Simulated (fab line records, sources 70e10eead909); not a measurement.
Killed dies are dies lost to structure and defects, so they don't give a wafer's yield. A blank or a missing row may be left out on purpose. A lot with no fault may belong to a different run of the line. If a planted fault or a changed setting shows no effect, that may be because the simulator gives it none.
Which tool was responsible? :: flow nandHarc :: 72 wafers from 24 lots sampled at 6 of the route's 1302 steps

## WHAT THE GAUGES SHOWED, per wafer
NHARC_A_M1_CD_MEAS_09: target cd 120 nm.
lot: L074
measured: day 22 13:47
on: cdSem-03
cdNm (nm): 119.4 119.7 120.2

lot: L075
measured: day 23 06:48
on: cdSem-01
cdNm (nm): 119.7 120.5 119.5

lot: L076
measured: day 23 09:38
on: cdSem-03
cdNm (nm): 119.4 119.5 120.1

lot: L077
measured: day 23 14:26
on: cdSem-03
cdNm (nm): 120.0 120.6 120.8

lot: L078
measured: day 24 06:10
on: cdSem-02
cdNm (nm): 119.3 120.1 120.1

lot: L080
measured: day 24 19:34
on: cdSem-03
cdNm (nm): 119.3 119.6 119.3

lot: L079
measured: day 25 00:02
on: cdSem-02
cdNm (nm): 120.2 121.2 121.1

lot: L081
measured: day 25 10:47
on: cdSem-01
cdNm (nm): 119.7 120.4 119.7

lot: L082
measured: day 26 13:41
on: cdSem-02
cdNm (nm): 119.7 120.0 120.0

lot: L083
measured: day 26 15:08
on: cdSem-02
cdNm (nm): 120.0 120.0 119.4

lot: L084
measured: day 26 16:23
on: cdSem-02
cdNm (nm): 119.6 120.0 120.2

lot: L086
measured: day 27 03:55
on: cdSem-01
cdNm (nm): 120.6 120.1 120.7

lot: L085
measured: day 27 05:50
on: cdSem-03
cdNm (nm): 119.6 119.1 118.8

lot: L089
measured: day 28 02:28
on: cdSem-03
cdNm (nm): 120.0 120.5 119.8

lot: L087
measured: day 28 10:38
on: cdSem-03
cdNm (nm): 119.6 118.9 118.9

lot: L088
measured: day 28 10:47
on: cdSem-03
cdNm (nm): 120.6 120.3 119.7

lot: L091
measured: day 29 09:58
on: cdSem-02
cdNm (nm): 119.8 120.5 120.1

lot: L090
measured: day 30 02:53
on: cdSem-02
cdNm (nm): 120.3 120.0 119.8

lot: L094
measured: day 30 21:44
on: cdSem-01
cdNm (nm): 120.0 119.2 119.3

lot: L092
measured: day 30 23:32
on: cdSem-01
cdNm (nm): 118.8 119.4 119.4

lot: L093
measured: day 31 00:47
on: cdSem-03
cdNm (nm): 120.5 120.6 120.8

lot: L096
measured: day 31 08:07
on: cdSem-01
cdNm (nm): 120.8 120.7 120.7

lot: L095
measured: day 31 14:03
on: cdSem-03
cdNm (nm): 119.0 119.4 119.6

lot: L097
measured: day 32 04:06
on: cdSem-01
cdNm (nm): 120.3 120.5 120.4

NHARC_A_M1_CD_MEAS_16.
lot: L074
measured: day 22 14:17
on: cdSem-01
cdNm (nm): 119.9 120.6 120.3

lot: L075
measured: day 23 07:17
on: cdSem-03
cdNm (nm): 120.3 120.6 118.9

lot: L076
measured: day 23 10:10
on: cdSem-03
cdNm (nm): 119.5 119.7 120.1

lot: L077
measured: day 23 14:56
on: cdSem-03
cdNm (nm): 119.1 120.4 120.4

lot: L078
measured: day 24 06:40
on: cdSem-01
cdNm (nm): 118.8 119.0 118.8

lot: L080
measured: day 24 20:06
on: cdSem-03
cdNm (nm): 118.7 119.3 119.0

lot: L079
measured: day 25 00:31
on: cdSem-02
cdNm (nm): 120.4 120.1 121.2

lot: L081
measured: day 25 11:17
on: cdSem-02
cdNm (nm): 120.4 120.4 119.7

lot: L082
measured: day 26 14:11
on: cdSem-03
cdNm (nm): 119.9 119.5 120.4

lot: L083
measured: day 26 15:38
on: cdSem-02
cdNm (nm): 119.1 120.2 119.5

lot: L084
measured: day 26 16:52
on: cdSem-02
cdNm (nm): 119.4 119.4 119.2

lot: L086
measured: day 27 04:24
on: cdSem-01
cdNm (nm): 120.2 119.7 119.7

lot: L085
measured: day 27 06:20
on: cdSem-01
cdNm (nm): 119.5 118.5 118.4

lot: L089
measured: day 28 02:58
on: cdSem-03
cdNm (nm): 119.7 120.0 120.0

lot: L087
measured: day 28 11:08
on: cdSem-01
cdNm (nm): 118.8 118.9 118.8

lot: L088
measured: day 28 11:17
on: cdSem-02
cdNm (nm): 121.4 120.6 119.1

lot: L091
measured: day 29 10:27
on: cdSem-01
cdNm (nm): 119.5 120.1 119.9

lot: L090
measured: day 30 03:22
on: cdSem-02
cdNm (nm): 119.8 120.1 119.6

lot: L094
measured: day 30 22:14
on: cdSem-03
cdNm (nm): 119.8 119.3 119.3

lot: L092
measured: day 31 00:02
on: cdSem-01
cdNm (nm): 119.3 119.3 119.0

lot: L093
measured: day 31 01:17
on: cdSem-03
cdNm (nm): 120.4 120.4 120.3

lot: L096
measured: day 31 08:37
on: cdSem-03
cdNm (nm): 120.8 121.2 120.2

lot: L095
measured: day 31 14:32
on: cdSem-03
cdNm (nm): 119.1 119.3 119.9

lot: L097
measured: day 32 04:36
on: cdSem-02
cdNm (nm): 120.1 119.6 120.4

NHARC_A_BONDPAD_CD_MEAS_09: target cd 500 nm.
lot: L074
measured: day 22 18:39
on: cdSem-03
cdNm (nm): 499.6 499.3 500.0

lot: L075
measured: day 23 11:39
on: cdSem-01
cdNm (nm): 497.1 499.2 497.7

lot: L076
measured: day 23 14:40
on: cdSem-03
cdNm (nm): 497.8 500.1 499.2

lot: L077
measured: day 23 19:20
on: cdSem-03
cdNm (nm): 499.2 498.4 498.4

lot: L078
measured: day 24 11:02
on: cdSem-03
cdNm (nm): 502.1 502.1 502.2

lot: L080
measured: day 25 00:43
on: cdSem-03
cdNm (nm): 499.0 498.4 499.8

lot: L079
measured: day 25 04:36
on: cdSem-02
cdNm (nm): 499.3 501.2 501.2

lot: L081
measured: day 25 15:46
on: cdSem-02
cdNm (nm): 501.8 500.7 499.8

lot: L082
measured: day 26 18:23
on: cdSem-03
cdNm (nm): 497.1 497.2 497.3

lot: L083
measured: day 26 19:49
on: cdSem-01
cdNm (nm): 497.9 499.0 500.9

lot: L084
measured: day 26 21:04
on: cdSem-03
cdNm (nm): 499.8 499.6 500.9

lot: L086
measured: day 27 08:34
on: cdSem-03
cdNm (nm): 500.2 497.5 498.5

lot: L085
measured: day 27 10:34
on: cdSem-03
cdNm (nm): 499.5 498.2 499.5

lot: L089
measured: day 28 07:24
on: cdSem-01
cdNm (nm): 497.8 496.5 498.2

lot: L087
measured: day 28 15:19
on: cdSem-02
cdNm (nm): 500.7 499.6 499.9

lot: L088
measured: day 28 15:29
on: cdSem-03
cdNm (nm): 500.4 500.6 499.8

lot: L091
measured: day 29 14:32
on: cdSem-01
cdNm (nm): 497.4 497.6 496.0

lot: L090
measured: day 30 07:34
on: cdSem-03
cdNm (nm): 498.0 497.4 496.9

lot: L094
measured: day 31 02:25
on: cdSem-01
cdNm (nm): 502.5 500.4 501.8

lot: L092
measured: day 31 04:14
on: cdSem-03
cdNm (nm): 499.4 500.1 502.2

lot: L093
measured: day 31 05:20
on: cdSem-03
cdNm (nm): 502.7 502.8 502.9

lot: L096
measured: day 31 13:19
on: cdSem-03
cdNm (nm): 499.5 502.2 500.0

lot: L095
measured: day 31 18:37
on: cdSem-01
cdNm (nm): 498.8 497.3 496.8

lot: L097
measured: day 32 08:47
on: cdSem-02
cdNm (nm): 498.1 500.2 500.5

## WHAT TOOL EACH LOT RAN ON (gives the tool, then ch and the chambers of the sampled wafers, and finally the start)
lot: L074
NHARC_A_M0_PVD_20: pvdSputter-03, day 22 13:47 or earlier
NHARC_A_M1_ETCH_15: rieDiel-05 ch 0,2, day 22 14:17 or earlier
NHARC_A_M1_ANNEAL_31: rtpAnneal-02 ch 0, day 22 15:56

lot: L075
NHARC_A_M0_PVD_20: pvdSputter-01, day 23 06:48 or earlier
NHARC_A_M1_ETCH_15: rieDiel-01 ch 0,1,3, day 23 07:17 or earlier
NHARC_A_M1_ANNEAL_31: rtpAnneal-02 ch 0, day 23 08:56

lot: L076
NHARC_A_M0_PVD_20: pvdSputter-02, day 23 09:38 or earlier
NHARC_A_M1_ETCH_15: rieDiel-06 ch 0,2,3, day 23 10:10 or earlier
NHARC_A_M1_ANNEAL_31: rtpAnneal-02 ch 0, day 23 11:55

lot: L077
NHARC_A_M0_PVD_20: pvdSputter-02, day 23 14:26 or earlier
NHARC_A_M1_ETCH_15: rieDiel-01 ch 0,1,2, day 23 14:56 or earlier
NHARC_A_M1_ANNEAL_31: rtpAnneal-02 ch 0, day 23 16:24

lot: L078
NHARC_A_M0_PVD_20: pvdSputter-01, day 24 06:10 or earlier
NHARC_A_M1_ETCH_15: rieDiel-05 ch 1,2, day 24 06:40 or earlier
NHARC_A_M1_ANNEAL_31: rtpAnneal-02 ch 0, day 24 08:13

lot: L080
NHARC_A_M0_PVD_20: pvdSputter-02, day 24 19:34 or earlier
NHARC_A_M1_ETCH_15: rieDiel-01 ch 1,2, day 24 20:06 or earlier
NHARC_A_M1_ANNEAL_31: rtpAnneal-01 ch 0, day 24 21:49

lot: L079
NHARC_A_M0_PVD_20: pvdSputter-03, day 25 00:02 or earlier
NHARC_A_M1_ETCH_15: rieDiel-06 ch 0,1, day 25 00:31 or earlier
NHARC_A_M1_ANNEAL_31: rtpAnneal-01 ch 0, day 25 01:59

lot: L081
NHARC_A_M0_PVD_20: pvdSputter-02, day 25 10:47 or earlier
NHARC_A_M1_ETCH_15: rieDiel-06 ch 0,1,2, day 25 11:17 or earlier
NHARC_A_M1_ANNEAL_31: rtpAnneal-02 ch 0, day 25 12:44

lot: L082
NHARC_A_M0_PVD_20: pvdSputter-01, day 26 13:41 or earlier
NHARC_A_M1_ETCH_15: rieDiel-06 ch 0,1,3, day 26 14:11 or earlier
NHARC_A_M1_ANNEAL_31: rtpAnneal-02 ch 0, day 26 15:38

lot: L083
NHARC_A_M0_PVD_20: pvdSputter-03, day 26 15:08 or earlier
NHARC_A_M1_ETCH_15: rieDiel-05 ch 1,2, day 26 15:38 or earlier
NHARC_A_M1_ANNEAL_31: rtpAnneal-01 ch 0, day 26 17:05

lot: L084
NHARC_A_M0_PVD_20: pvdSputter-02, day 26 16:23 or earlier
NHARC_A_M1_ETCH_15: rieDiel-01 ch 0,1,2, day 26 16:52 or earlier
NHARC_A_M1_ANNEAL_31: rtpAnneal-01 ch 0, day 26 18:19

lot: L086
NHARC_A_M0_PVD_20: pvdSputter-01, day 27 03:55 or earlier
NHARC_A_M1_ETCH_15: rieDiel-06 ch 0,2, day 27 04:24 or earlier
NHARC_A_M1_ANNEAL_31: rtpAnneal-01 ch 0, day 27 06:02

lot: L085
NHARC_A_M0_PVD_20: pvdSputter-01, day 27 05:50 or earlier
NHARC_A_M1_ETCH_15: rieDiel-05 ch 0,1, day 27 06:20 or earlier
NHARC_A_M1_ANNEAL_31: rtpAnneal-02 ch 0, day 27 07:50

lot: L089
NHARC_A_M0_PVD_20: pvdSputter-01, day 28 02:28 or earlier
NHARC_A_M1_ETCH_15: rieDiel-06 ch 0,3, day 28 02:58 or earlier
NHARC_A_M1_ANNEAL_31: rtpAnneal-02 ch 0, day 28 04:50

lot: L087
NHARC_A_M0_PVD_20: pvdSputter-01, day 28 10:38 or earlier
NHARC_A_M1_ETCH_15: rieDiel-01 ch 1,3, day 28 11:08 or earlier
NHARC_A_M1_ANNEAL_31: rtpAnneal-02 ch 0, day 28 12:38

lot: L088
NHARC_A_M0_PVD_20: pvdSputter-03, day 28 10:47 or earlier
NHARC_A_M1_ETCH_15: rieDiel-05 ch 0,1,2, day 28 11:17 or earlier
NHARC_A_M1_ANNEAL_31: rtpAnneal-01 ch 0, day 28 12:47

lot: L091
NHARC_A_M0_PVD_20: pvdSputter-02, day 29 09:58 or earlier
NHARC_A_M1_ETCH_15: rieDiel-01 ch 0,2,3, day 29 10:27 or earlier
NHARC_A_M1_ANNEAL_31: rtpAnneal-02 ch 0, day 29 11:58

lot: L090
NHARC_A_M0_PVD_20: pvdSputter-02, day 30 02:53 or earlier
NHARC_A_M1_ETCH_15: rieDiel-01 ch 1,2,3, day 30 03:22 or earlier
NHARC_A_M1_ANNEAL_31: rtpAnneal-01 ch 0, day 30 04:49

lot: L094
NHARC_A_M0_PVD_20: pvdSputter-01, day 30 21:44 or earlier
NHARC_A_M1_ETCH_15: rieDiel-01 ch 0,1,2, day 30 22:14 or earlier
NHARC_A_M1_ANNEAL_31: rtpAnneal-02 ch 0, day 30 23:41

lot: L092
NHARC_A_M0_PVD_20: pvdSputter-01, day 30 23:32 or earlier
NHARC_A_M1_ETCH_15: rieDiel-06 ch 1,2, day 31 00:02 or earlier
NHARC_A_M1_ANNEAL_31: rtpAnneal-01 ch 0, day 31 01:38

lot: L093
NHARC_A_M0_PVD_20: pvdSputter-02, day 31 00:47 or earlier
NHARC_A_M1_ETCH_15: rieDiel-01 ch 0,1, day 31 01:17 or earlier
NHARC_A_M1_ANNEAL_31: rtpAnneal-02 ch 0, day 31 02:53

lot: L096
NHARC_A_M0_PVD_20: pvdSputter-02, day 31 08:07 or earlier
NHARC_A_M1_ETCH_15: rieDiel-06 ch 0,1,3, day 31 08:37 or earlier
NHARC_A_M1_ANNEAL_31: rtpAnneal-01 ch 0, day 31 10:07

lot: L095
NHARC_A_M0_PVD_20: pvdSputter-03, day 31 14:03 or earlier
NHARC_A_M1_ETCH_15: rieDiel-05 ch 0,2,3, day 31 14:32 or earlier
NHARC_A_M1_ANNEAL_31: rtpAnneal-02 ch 0, day 31 15:59

lot: L097
NHARC_A_M0_PVD_20: pvdSputter-02, day 32 04:06 or earlier
NHARC_A_M1_ETCH_15: rieDiel-05 ch 0,1, day 32 04:36 or earlier
NHARC_A_M1_ANNEAL_31: rtpAnneal-01 ch 0, day 32 06:03
- NHARC_A_M0_PVD_20: deposits TaN, target thk 5 nm, time 8.06 s.
- NHARC_A_M1_ETCH_15: etches the open film in C4F8/Ar, target depth 182.5 nm, time 91.2 s.
- NHARC_A_M1_ANNEAL_31: time 90 s.

## AS READ BY THE TOOLS THEMSELVES (means over the sampled wafers that have a number; for cases with no such wafer, the mark the record gives instead)
NHARC_A_M0_PVD_20.
lot: L074
tool: pvdSputter-03
biasV (V): 169.7
throttleValvePct (%): 30.1

lot: L075
tool: pvdSputter-01
biasV (V): 169.0
throttleValvePct (%): 30.4

lot: L076
tool: pvdSputter-02
biasV (V): 168.1
throttleValvePct (%): 30.0

lot: L077
tool: pvdSputter-02
biasV (V): 168.1
throttleValvePct (%): 30.1

lot: L078
tool: pvdSputter-01
biasV (V): 169.0
throttleValvePct (%): 29.2

lot: L080
tool: pvdSputter-02
biasV (V): 169.0
throttleValvePct (%): 29.3

lot: L079
tool: pvdSputter-03
biasV (V): 168.5
throttleValvePct (%): 28.9

lot: L081
tool: pvdSputter-02
biasV (V): 169.4
throttleValvePct (%): 29.8

lot: L082
tool: pvdSputter-01
biasV (V): 168.7
throttleValvePct (%): 29.5

lot: L083
tool: pvdSputter-03
biasV (V): 166.9
throttleValvePct (%): 29.3

lot: L084
tool: pvdSputter-02
biasV (V): 169.6
throttleValvePct (%): 30.6

lot: L086
tool: pvdSputter-01
biasV (V): 165.2
throttleValvePct (%): 29.4

lot: L085
tool: pvdSputter-01
biasV (V): 168.2
throttleValvePct (%): 29.1

lot: L089
tool: pvdSputter-01
biasV (V): 167.9
throttleValvePct (%): 29.0

lot: L087
tool: pvdSputter-01
biasV (V): 168.5
throttleValvePct (%): 29.5

lot: L088
tool: pvdSputter-03
biasV (V): 168.8
throttleValvePct (%): 30.4

lot: L091
tool: pvdSputter-02
biasV (V): 168.5
throttleValvePct (%): 30.2

lot: L090
tool: pvdSputter-02
biasV (V): 167.9
throttleValvePct (%): 29.8

lot: L094
tool: pvdSputter-01
biasV (V): 169.9
throttleValvePct (%): 29.7

lot: L092
tool: pvdSputter-01
biasV (V): 166.3
throttleValvePct (%): 29.4

lot: L093
tool: pvdSputter-02
biasV (V): 168.2
throttleValvePct (%): 29.5

lot: L096
tool: pvdSputter-02
biasV (V): 169.3
throttleValvePct (%): 29.8

lot: L095
tool: pvdSputter-03
biasV (V): 168.0
throttleValvePct (%): 29.9

lot: L097
tool: pvdSputter-02
biasV (V): 168.5
throttleValvePct (%): 30.2

NHARC_A_M1_ETCH_15.
lot: L074
tool: rieDiel-05
oesProductAu (a.u.): 0.919
rfVppV (V): 439.3

lot: L075
tool: rieDiel-01
oesProductAu (a.u.): 0.983
rfVppV (V): 438.7

lot: L076
tool: rieDiel-06
oesProductAu (a.u.): 0.962
rfVppV (V): 440.6

lot: L077
tool: rieDiel-01
oesProductAu (a.u.): 0.927
rfVppV (V): 440.7

lot: L078
tool: rieDiel-05
oesProductAu (a.u.): 0.952
rfVppV (V): 438.1

lot: L080
tool: rieDiel-01
oesProductAu (a.u.): 0.964
rfVppV (V): 442.8

lot: L079
tool: rieDiel-06
oesProductAu (a.u.): 0.918
rfVppV (V): 442.6

lot: L081
tool: rieDiel-06
oesProductAu (a.u.): 0.962
rfVppV (V): 441.9

lot: L082
tool: rieDiel-06
oesProductAu (a.u.): 0.934
rfVppV (V): 441.6

lot: L083
tool: rieDiel-05
oesProductAu (a.u.): 0.973
rfVppV (V): 438.6

lot: L084
tool: rieDiel-01
oesProductAu (a.u.): 0.930
rfVppV (V): 440.9

lot: L086
tool: rieDiel-06
oesProductAu (a.u.): 0.919
rfVppV (V): 442.9

lot: L085
tool: rieDiel-05
oesProductAu (a.u.): 0.964
rfVppV (V): 441.7

lot: L089
tool: rieDiel-06
oesProductAu (a.u.): 0.974
rfVppV (V): 441.9

lot: L087
tool: rieDiel-01
oesProductAu (a.u.): 0.979
rfVppV (V): 438.5

lot: L088
tool: rieDiel-05
oesProductAu (a.u.): 0.926
rfVppV (V): 439.8

lot: L091
tool: rieDiel-01
oesProductAu (a.u.): 0.974
rfVppV (V): 439.2

lot: L090
tool: rieDiel-01
oesProductAu (a.u.): 0.953
rfVppV (V): 440.0

lot: L094
tool: rieDiel-01
oesProductAu (a.u.): 0.967
rfVppV (V): 440.3

lot: L092
tool: rieDiel-06
oesProductAu (a.u.): 0.925
rfVppV (V): 441.1

lot: L093
tool: rieDiel-01
oesProductAu (a.u.): 0.974
rfVppV (V): 438.7

lot: L096
tool: rieDiel-06
oesProductAu (a.u.): 0.966
rfVppV (V): 442.5

lot: L095
tool: rieDiel-05
oesProductAu (a.u.): 0.964
rfVppV (V): 438.6

lot: L097
tool: rieDiel-05
oesProductAu (a.u.): 0.971
rfVppV (V): 441.4

NHARC_A_M1_ANNEAL_31.
lot: L074
tool: rtpAnneal-02
wafer_temp_C_max: 227.6

lot: L075
tool: rtpAnneal-02
wafer_temp_C_max: 227.0

lot: L076
tool: rtpAnneal-02
wafer_temp_C_max: 226.9

lot: L077
tool: rtpAnneal-02
wafer_temp_C_max: 227.2

lot: L078
tool: rtpAnneal-02
wafer_temp_C_max: 227.1

lot: L080
tool: rtpAnneal-01
wafer_temp_C_max: 226.8

lot: L079
tool: rtpAnneal-01
wafer_temp_C_max: 227.4

lot: L081
tool: rtpAnneal-02
wafer_temp_C_max: 227.1

lot: L082
tool: rtpAnneal-02
wafer_temp_C_max: 226.5

lot: L083
tool: rtpAnneal-01
wafer_temp_C_max: 226.9

lot: L084
tool: rtpAnneal-01
wafer_temp_C_max: 226.9

lot: L086
tool: rtpAnneal-01
wafer_temp_C_max: 227.0

lot: L085
tool: rtpAnneal-02
wafer_temp_C_max: 226.7

lot: L089
tool: rtpAnneal-02
wafer_temp_C_max: 227.0

lot: L087
tool: rtpAnneal-02
wafer_temp_C_max: 226.8

lot: L088
tool: rtpAnneal-01
wafer_temp_C_max: 226.7

lot: L091
tool: rtpAnneal-02
wafer_temp_C_max: 227.2

lot: L090
tool: rtpAnneal-01
wafer_temp_C_max: 227.0

lot: L094
tool: rtpAnneal-02
wafer_temp_C_max: 226.7

lot: L092
tool: rtpAnneal-01
wafer_temp_C_max: 227.4

lot: L093
tool: rtpAnneal-02
wafer_temp_C_max: 226.9

lot: L096
tool: rtpAnneal-01
wafer_temp_C_max: 226.7

lot: L095
tool: rtpAnneal-02
wafer_temp_C_max: 227.1

lot: L097
tool: rtpAnneal-01
wafer_temp_C_max: 226.7

## THE ANSWER, worked out from the rows above alone
Rule: the lots themselves supply what counts as usual. The widest of any qualifying gaps counts: lots, ordered by their means at a reading, are off when they make up no more than a third of the lots, leave a main group of 4 or more, and stand apart from it by 3 or more times the standard deviation of that group's means. A main group is skipped when, at the precision printed for the reading in the tables above, its means are all equal. Also off: a lot with no number at a reading for which 4 or more lots have one. Any other lot the step has rows for is counted as sound. After the gauges, taken in route order, come the tools' own readings; for these a lot's mean is taken, as printed above. The first step at which some lot is off is used, and at that step the reading that is off furthest; a lot without a number counts as furthest.
None of the lots is off at any reading shown; this tells nothing.

## WHAT HAD BEEN PUT IN BY THE SIMULATOR
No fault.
